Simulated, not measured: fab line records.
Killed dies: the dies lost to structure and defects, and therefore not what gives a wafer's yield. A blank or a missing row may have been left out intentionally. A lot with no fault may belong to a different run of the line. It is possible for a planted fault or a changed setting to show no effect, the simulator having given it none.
fab line records	flow n5-finfet
record: lots: 7	wafers: 39
route steps=1938 shown FIN_SAQP@138 DUMMY_GATE@246 SD_EPI_P@307 HKMG_FIN@413
start-h: hours from the record's first day to the start of the lot's first wafer shown	wait-h: how many hours have passed since the lot's step before this one	" the same as in the row above	L1.1+2: a row that stands for several wafers	- no value, or no start was given	* or withheld: withheld	< > ~ a bound
route shown NAME@n: a module of which the file shows steps, and the number in the route of the first	usual: mean/standard deviation of fault-free wafers	same: alike in all rows	chamber/n: place in a boat	sites: the reading at each site	_std_site: standard deviation across them	_edge_site: outer sites' mean less inner sites'	radius-mm: how far each site lies from the wafer's centre	mask NAME#n: copy n	behind: the tool/chamber that last shaped the wafer	hold: why the lot was held/for how many hours/how that ended	device: transistor that didn't switch, given as n, p or np	end of line: tests run on the same wafers once the route is complete	a step given without rows: its recipe and nothing more	killed: not the wafer's yield, but the dies lost to structure and defects at the first sort	map: per-die view of a wafer (x killed, . not killed, _ where there is no die)
set.NAME: the setting the step ran with; set.NAME@STEP: the setting that earlier step ran with	model.NAME: the simulator's own value behind a step, which no gauge read
lots whose settings were changed on purpose; a table a step, a row a wafer
== steps ==
step: N5_FIN_SAQP_SPACER2_ALD_28
recipe: material: SiO2	target-thk-a: 81	temp-c: 300	ald-precursor-family: BDEAS	ald-co-reactant: O2-plasma	pulse-time-s: 1	purge-time-s: 2	co-reactant-purge-time-s: 2	pressure-torr: 2
lot.wafer	tool	chamber	start-h	wait-h	set.temp-c	model.SiO2_of_FIN_SAQP_SPACER2_ALD_28.thk-nm
L075.1+4	ald-sin-04	1,2	32.13	0.1	293.3	8.4
L075.2+3+5	"	3,0,0	"	"	300	8
L075.6	"	1	"	"	293.3	8.2
L076.1+3+4	ald-sin-02	2,3,1	38.50	0.1	309.3	8
L076.2+5+6	"	0,0,1	"	"	300	8.2
L077.3+5+6	ald-sin-02	3,3,2	43.45	0.1	300	8
L078.1+3+5	ald-sin-01	3,0,1	49.01	0.1	300	8
L078.2+4+6	"	1,2,2	"	"	288.5	8.4
L079.1+5+6	ald-sin-01	1,0,1	54.71	0.4	310.7	8
L079.2+4	"	3,0	"	"	300	8.2
L079.3	"	2	"	"	300	8
L087.1	ald-sin-01	2	104.24	0.1	300	8.2
L087.2+4	"	3,1	"	"	300	8
L087.3+5+6	"	0,0,3	"	"	288.5	8.4
L095.1+3+4	ald-sin-02	0,2,3	151.52	0.3	300	8.2
L095.2+5+6	"	1,3,0	"	"	305.7	8
step: N5_DUMMY_GATE_ETCH_32
recipe: chemistry: CF4	target: SiO2	target-depth-a: 35	time-s: 3.9	ion-energy-ev: 350	pressure-mtorr: 10	icp-w: 800	bias-w: 400	cf4-flow-sccm: 80
lot.wafer	tool	chamber	start-h	wait-h	set.time-s	model.etch.depth-nm
L075.1	rie-si-05	2	53.30	0.1	3.9	3.54
L075.2	"	1	"	"	3.576	3.209
L075.3	"	0	"	"	3.576	3.214
L075.4	"	3	"	"	3.9	3.515
L075.5	"	3	"	"	3.9	3.527
L075.6	"	0	"	"	3.576	3.197
L076.1	rie-si-01	1	61.45	0.1	3.9	3.492
L076.2	"	0	"	"	3.9	3.56
L076.3+4	"	2,3	"	"	3.9	3.511
L076.5	"	2	"	"	3.9	3.5
L076.6	"	3	"	"	3.9	3.514
L077.3	rie-si-01	0	65.95	0.1	3.9	3.553
L077.5	"	0	"	"	3.9	3.57
L077.6	"	3	"	"	3.9	3.51
L078.1	rie-si-05	1	70.59	0.1	3.9	3.438
L078.2	"	0	"	"	3.286	2.88
L078.3	"	2	"	"	3.286	2.903
L078.4	"	3	"	"	3.286	2.948
L078.5	"	3	"	"	3.9	3.453
L078.6	"	2	"	"	3.9	3.492
L079.1	rie-si-01	2	76.13	0.1	3.9	3.524
L079.2	"	3	"	"	3.9	3.513
L079.3	"	0	"	"	3.9	3.537
L079.4	"	1	"	"	3.9	3.506
L079.5	"	3	"	"	3.9	3.485
L079.6	"	0	"	"	3.9	3.559
L087.1	rie-si-04	2	126.13	0.1	4.292	3.834
L087.2	"	1	"	"	3.9	3.48
L087.3	"	0	"	"	3.9	3.459
L087.4	"	3	"	"	4.292	3.825
L087.5	"	0	"	"	3.9	3.473
L087.6	"	3	"	"	4.292	3.817
L095.1	rie-si-04	2	174.58	0.1	3.9	3.476
L095.2	"	0	"	"	3.9	3.479
L095.3	"	1	"	"	3.9	3.454
L095.4	"	3	"	"	3.9	3.449
L095.5	"	2	"	"	3.9	3.466
L095.6	"	1	"	"	3.9	3.427
step: N5_SD_EPI_P_ETCH_36
recipe: chemistry: CF4	target: SiARC	target-depth-a: 455	mask-material: CAR-ArF-block	time-s: 75.8	ion-energy-ev: 80	pressure-mtorr: 40	source-w: 545	bias-w: 36	Ar_flow_sccm: 100	cf4-flow-sccm: 100	ends: cleared
usual: etch-rf-on-time-s: 76.1/1.4	rf-vpp-V: 184.0/1.2
lot.wafer	tool	chamber	start-h	wait-h	set.bias-w	etch-rf-on-time-s	rf-vpp-V
L075.1	rie-diel-02	3	59.96	0.0	36	77.8	185.6
L075.2	"	0	"	"	38.2	73.9	190.6
L075.3	"	1	"	"	36	76.5	184.3
L075.4	"	2	"	"	36	76.8	183.9
L075.5	"	1	"	"	38.2	76.0	194.0
L075.6	"	0	"	"	38.2	74.0	189.4
L076.1	rie-diel-05	0	68.03	0.0	36	77.1	183.1
L076.2	"	1	"	"	42.08	72.7	204.4
L076.3	"	3	"	"	42.08	72.6	202.1
L076.4	"	2	"	"	36	75.5	184.4
L076.5	"	3	"	"	42.08	72.8	201.4
L076.6	"	0	"	"	36	77.4	184.4
L077.3	rie-diel-06	3	72.16	0.0	36	75.6	184.1
L077.5	"	2	"	"	36	77.2	182.9
L077.6	"	3	"	"	36	75.8	183.8
L078.1	rie-diel-06	3	77.61	0.0	36	76.0	183.7
L078.2	"	0	"	"	29.44	80.1	161.5
L078.3	"	1	"	"	36	78.1	182.3
L078.4	"	2	"	"	29.44	82.3	162.1
L078.5	"	0	"	"	29.44	80.3	162.2
L078.6	"	3	"	"	36	75.9	183.2
L079.1	rie-diel-05	1	84.53	0.0	36	75.8	183.8
L079.2	"	2	"	"	38.16	73.4	192.5
L079.3	"	0	"	"	38.16	74.8	191.1
L079.4	"	3	"	"	36	75.9	183.3
L079.5	"	2	"	"	36	74.8	184.9
L079.6	"	3	"	"	38.16	74.6	189.7
L087.1	rie-diel-05	2	134.07	0.0	37.99	73.3	191.6
L087.2	"	3	"	"	36	75.8	180.5
L087.3	"	1	"	"	36	75.6	184.0
L087.4	"	2	"	"	37.99	73.8	191.1
L087.5	"	3	"	"	37.99	74.1	187.8
L087.6	"	1	"	"	36	75.2	184.4
L095.1	rie-diel-06	1	183.34	0.0	33.71	80.0	175.1
L095.2	"	2	"	"	36	77.4	183.7
L095.3	"	3	"	"	36	75.9	184.4
L095.4	"	0	"	"	36	75.4	184.0
L095.5	"	0	"	"	33.71	76.6	177.9
L095.6	"	1	"	"	33.71	79.5	175.0
step: N5_HKMG_FIN_CVD_62
recipe: material: a-Si	target-thk-a: 30	temp-c: 500	precursor: Si2H6	pressure-torr: 1	time-s: 20.8
lot.wafer	tool	chamber	start-h	wait-h	set.target-thk-a	model.a-Si_of_HKMG_FIN_CVD_62.thk-nm
L075.1+4+6	thermal-cvd-si-01	1,0,1	81.54	0.2	33.15	3.4
L075.2+5	"	0,2	"	"	30	3
L075.3	"	2	"	"	30	2.8
L076.1+6	thermal-cvd-si-02	0,2	87.98	0.2	30	3
L076.2	"	1	"	"	28.56	3
L076.3+4	"	2,1	"	"	28.56	2.8
L076.5	"	0	"	"	30	3.2
L077.3+5+6	thermal-cvd-si-01	0,1,2	91.85	0.2	30	2.8
L078.1+3	thermal-cvd-si-02	1,0	98.77	0.2	31.51	3.2
L078.2	"	2	"	"	31.51	3
L078.4+5+6	"	1,2,0	"	"	30	3
L079.1	thermal-cvd-si-02	1	105.07	0.2	32.88	3.4
L079.2+3+5	"	2,0,0	"	"	30	3
L079.4+6	"	1,2	"	"	32.88	3.2
L087.1+5+6	thermal-cvd-si-02	1,1,0	155.61	0.2	27.46	2.8
L087.2+3+4	"	0,1,0	"	"	30	3
L095.1+2+3	thermal-cvd-si-02	2,0,1	203.86	0.2	33.91	3.4
L095.4+5+6	"	0,1,2	"	"	30	3
step: N5_HKMG_FIN_ETCH_32
recipe: chemistry: N2/H2	target: SOC	target-depth-a: 2400	temp-c: 40	time-s: 300	ion-energy-ev: 200	mask-material: SiARC	pressure-mtorr: 30	source-w: 840	bias-w: 150	n2-flow-sccm: 200	h2-flow-sccm: 200
usual: rf-vpp-V: 524.3/1.7
lot.wafer	tool	chamber	start-h	wait-h	set.bias-w	rf-vpp-V	model.etch.depth-nm	model.HKMG_FIN.feature-depth-nm	model.SiARC_of_HKMG_FIN_COAT_30.thk-nm
L075.1	rie-diel-01	2	83.27	0.0	122.2	461.1	215	215	24.6
L075.2	"	1	"	"	122.2	458.9	214.1	214	24.8
L075.3	"	3	"	"	122.2	461.4	218.3	218.2	24.6
L075.4	"	3	"	"	150	524.0	242.2	242.2	21
L075.5	"	2	"	"	150	524.5	239.8	239.8	21.2
L075.6	"	1	"	"	150	524.1	237.6	237.6	21.2
L076.1	rie-diel-04	2	89.73	0.0	142.4	506.5	234.3	234.2	22.2
L076.2	"	1	"	"	142.4	511.0	232.6	232.6	22
L076.3	"	3	"	"	150	523.3	234.9	235	21.6
L076.4	"	0	"	"	142.4	506.5	229	229	22.2
L076.5	"	0	"	"	150	523.8	233.9	234	21.4
L076.6	"	3	"	"	150	524.0	236.8	236.8	21.4
L077.3	rie-diel-03	0	93.91	0.0	150	526.5	237.3	237.4	21.6
L077.5	"	1	"	"	150	523.0	240.8	240.8	21.2
L077.6	"	2	"	"	150	524.5	231.3	231.2	22
L078.1	rie-diel-01	0	100.38	0.0	150	528.4	240.6	240.6	21
L078.2	"	3	"	"	150	524.6	242.8	242.8	21.2
L078.3	"	1	"	"	169.8	566.0	255.5	255.6	19
L078.4	"	2	"	"	169.8	567.4	254.7	254.6	19
L078.5	"	2	"	"	150	524.1	237.7	237.6	21.4
L078.6	"	1	"	"	169.8	566.4	254.7	254.6	19
L079.1	rie-diel-01	0	106.69	0.0	150	527.8	239.6	239.6	21
L079.2	"	2	"	"	150	523.2	237.3	237.2	21.4
L079.3	"	3	"	"	150	525.8	241.7	241.6	21
L079.4	"	1	"	"	163.3	553.6	250.5	250.4	19.6
L079.5	"	1	"	"	163.3	553.4	252.4	252.4	19.4
L079.6	"	2	"	"	163.3	551.4	248	248	19.8
L087.1	rie-diel-01	2	157.39	0.0	157.6	540.5	246.4	246.4	20.2
L087.2	"	3	"	"	150	525.3	241.4	241.4	21.2
L087.3	"	0	"	"	157.6	544.4	245.1	245.2	20.2
L087.4	"	1	"	"	157.6	539.9	247.4	247.4	20.2
L087.5	"	1	"	"	150	523.0	242.2	242.2	21
L087.6	"	0	"	"	150	528.0	238.3	238.2	21
L095.1	rie-diel-01	3	205.62	0.0	163.6	554.1	251.7	251.8	19.6
L095.2	"	0	"	"	163.6	557.7	250.2	250.2	19.4
L095.3	"	2	"	"	150	524.2	238.2	238.2	21.2
L095.4	"	1	"	"	163.6	553.9	249	249	19.6
L095.5	"	0	"	"	150	528.3	239.2	239.2	21
L095.6	"	1	"	"	150	523.1	239.7	239.6	21
== key ==
split: step: N5_FIN_SAQP_SPACER2_ALD_28	setting: temp-c	stated: 300	by: wafer
response: step: N5_FIN_SAQP_SPACER2_ALD_28	reading: model.SiO2_of_FIN_SAQP_SPACER2_ALD_28.thk-nm	change: -0.0834	per: 1%	r: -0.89
split: step: N5_DUMMY_GATE_ETCH_32	setting: time-s	stated: 3.9	by: wafer
response: step: N5_DUMMY_GATE_ETCH_32	reading: model.etch.depth-nm	change: +0.0356	per: 1%	r: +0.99
split: step: N5_SD_EPI_P_ETCH_36	setting: bias-w	stated: 36	by: wafer
response: step: N5_SD_EPI_P_ETCH_36	reading: etch-rf-on-time-s	change: *	per: 1%	r: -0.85
response: step: N5_SD_EPI_P_ETCH_36	reading: rf-vpp-V	change: +1.15	per: 1%	r: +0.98
split: step: N5_HKMG_FIN_CVD_62	setting: target-thk-a	stated: 30	by: wafer
response: step: N5_HKMG_FIN_CVD_62	reading: model.a-Si_of_HKMG_FIN_CVD_62.thk-nm	change: +0.0325	per: 1%	r: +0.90
split: step: N5_HKMG_FIN_ETCH_32	setting: bias-w	stated: 150	by: wafer
response: step: N5_HKMG_FIN_ETCH_32	reading: rf-vpp-V	change: +3.28	per: 1%	r: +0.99
response: step: N5_HKMG_FIN_ETCH_32	reading: model.etch.depth-nm	change: +1.21	per: 1%	r: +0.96
response: step: N5_HKMG_FIN_ETCH_32	reading: model.HKMG_FIN.feature-depth-nm	change: +1.21	per: 1%	r: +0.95
response: step: N5_HKMG_FIN_ETCH_32	reading: model.SiARC_of_HKMG_FIN_COAT_30.thk-nm	change: -0.178	per: 1%	r: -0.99
